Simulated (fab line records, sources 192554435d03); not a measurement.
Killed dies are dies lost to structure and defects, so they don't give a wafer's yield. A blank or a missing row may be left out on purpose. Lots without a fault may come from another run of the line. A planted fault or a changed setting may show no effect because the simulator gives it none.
Chamber matching | flow n5_finfet | N5_BEOL_M2_ETCH_69 on rie_diel-05: 4 sister chambers
The step etches SiARC in CF4, target depth 15.6 nm, time 26 s. 4 wafers are shown with their chamber, then 8 later ones without.

WAFERS WITH THEIR CHAMBER
wafer  | chamber | drypump_motor_current_A (A)
L090.1 | 1       | 6.5
L090.4 | 3       | 6.0
L090.5 | 0       | 5.8
L091.2 | 2       | 6.3

WAFERS WITHOUT THEIR CHAMBER
wafer  | drypump_motor_current_A (A)
L091.3 | 6.5
L091.5 | 5.8
L094.2 | 6.5
L094.4 | 5.8
L094.5 | 6.3
L096.2 | 6.3
L096.3 | 5.9
L096.6 | 6.0

WHICH CHAMBER EACH WENT THROUGH
wafer  | from the rows above     | in truth
L091.3 | 1                       | 1
L091.5 | 0                       | 0
L094.2 | 1                       | 1
L094.4 | 0                       | 0
L094.5 | 2                       | 2
L096.2 | 2                       | 2
L096.3 | can't be placed: 3 or 0 | 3
L096.6 | 3                       | 3
Placed correctly: 7 of 8. Can't be placed from these rows: 1 (the true chamber is among the candidates in 1). Placed wrongly: 0.
How it was worked out, from the rows above alone: a wafer's distance from a chamber is the root of the sum, over the readings, of the square of ((its reading less the chamber's mean) divided by the reading's scatter). The wafer belongs to the nearest chamber; if the next one is less than 2 further off, it can't be placed. A chamber's mean is the mean of its shown wafers. The scatter: with one shown wafer a chamber, the root of the mean of the squares of how far each hidden wafer lies from its nearest shown one.
